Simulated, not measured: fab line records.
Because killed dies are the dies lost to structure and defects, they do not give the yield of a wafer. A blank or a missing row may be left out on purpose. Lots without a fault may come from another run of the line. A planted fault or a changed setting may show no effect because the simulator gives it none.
Chamber matching | flow n5_finfet | N5_MOL_CONTACT_COAG_CMP_23 on cmp-01 has 4 sister chambers
The step polishes, stops on SiO2, t overpolish 1.5 s, target thk 0 nm. 8 wafers are shown with their chamber, then 8 later ones without.

== WAFERS PAIRED WITH THEIR CHAMBERS ==
wafer  | chamber | motor_current_A (A) | overpolish_run_s (s)
L086.6 | 0       | 7.8                 | 1.488
L088.1 | 0       | 7.8                 | 1.480
L088.3 | 1       | 8.0                 | 1.497
L088.4 | 2       | 9.0                 | 1.492
L089.4 | 3       | 7.9                 | 1.489
L089.5 | 2       | 8.8                 | 1.499
L089.6 | 1       | 8.1                 | 1.495
L090.1 | 3       | 7.7                 | 1.502

== WAFERS WITHOUT THEIR CHAMBER ==
wafer  | motor_current_A (A) | overpolish_run_s (s)
L090.2 | 7.8                 | 1.495
L090.3 | 8.9                 | 1.496
L092.1 | 7.9                 | 1.500
L092.4 | 8.2                 | 1.488
L092.5 | 7.3                 | 1.492
L094.2 | 7.5                 | 1.504
L094.3 | 8.3                 | 1.498
L094.6 | 7.4                 | 1.505

== WHICH CHAMBER EACH WENT THROUGH ==
wafer  | from the rows above          | in truth
L090.2 | can't be placed: 3 or 0      | 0
L090.3 | 2                            | 2
L092.1 | can't be placed: 3 or 1 or 0 | 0
L092.4 | can't be placed: 1 or 0      | 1
L092.5 | can't be placed: 3 or 0      | 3
L094.2 | can't be placed: 3 or 0      | 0
L094.3 | 1                            | 1
L094.6 | can't be placed: 3 or 0      | 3
2 of 8 placed correctly. From these rows, 6 cannot be placed; in 6 the true chamber is one of the candidates. 0 placed wrongly.
How it was worked out, from the rows above alone: a wafer's distance from a chamber is the root of the sum, over the readings, of the square of ((its reading less the chamber's mean) divided by the reading's scatter). If the next closest chamber is less than 2 further off than the closest, the wafer can't be placed; otherwise it belongs to the closest. For every chamber, the mean is computed from those of its wafers that are shown. The scatter: the root of (the sum of the squares of (reading less its chamber's mean) over the shown wafers, divided by (wafers less chambers)).
